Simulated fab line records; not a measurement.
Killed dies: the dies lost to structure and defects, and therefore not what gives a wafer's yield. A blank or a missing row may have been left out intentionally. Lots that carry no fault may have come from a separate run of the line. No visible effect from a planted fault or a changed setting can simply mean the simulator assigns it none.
Matching of chambers | flow n5-finfet | 4 sister chambers for N5_MOL_CONTACT_COAG_ETCH_89 on rie-diel-03
The step etches underlayer in N2/H2, target depth 13 nm, time 10.4 s. 4 wafers are shown with their chamber, then 9 later ones without.

WAFERS PAIRED WITH THEIR CHAMBERS
wafer  | chamber | showerhead-plenum-p-Torr (Torr)
L081.3 | 2       | 2.62
L081.4 | 1       | 2.49
L084.2 | 3       | 2.50
L084.6 | 0       | 2.51

WAFERS WHOSE CHAMBER IS MISSING
wafer  | showerhead-plenum-p-Torr (Torr)
L089.1 | 2.61
L089.3 | 2.48
L089.4 | 2.51
L090.3 | 2.49
L090.5 | 2.61
L090.6 | 2.48
L094.1 | 2.50
L094.2 | 2.49
L094.6 | 2.61

WHICH CHAMBER EACH WENT THROUGH
wafer  | from the rows above          | in truth
L089.1 | 2                            | 2
L089.3 | can't be placed: 1 or 3      | 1
L089.4 | can't be placed: 0 or 3      | 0
L090.3 | can't be placed: 1 or 3      | 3
L090.5 | 2                            | 2
L090.6 | can't be placed: 1 or 3      | 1
L094.1 | can't be placed: 3 or 0 or 1 | 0
L094.2 | can't be placed: 1 or 3      | 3
L094.6 | 2                            | 2
Correctly placed: 3 of 9. These rows do not allow placing 6 (true chamber among the candidates in 6). Placed wrongly: 0.
How it was worked out, from the rows above alone: a wafer's distance from a chamber is the root of the sum, over the readings, of the square of ((its reading less the chamber's mean) divided by the reading's scatter). If the next closest chamber is less than 2 further off than the closest, the wafer can't be placed; otherwise it belongs to the closest. A chamber's mean is the mean of its shown wafers. The scatter: root of mean squared gap, hidden wafer to nearest shown wafer, with one shown wafer a chamber.
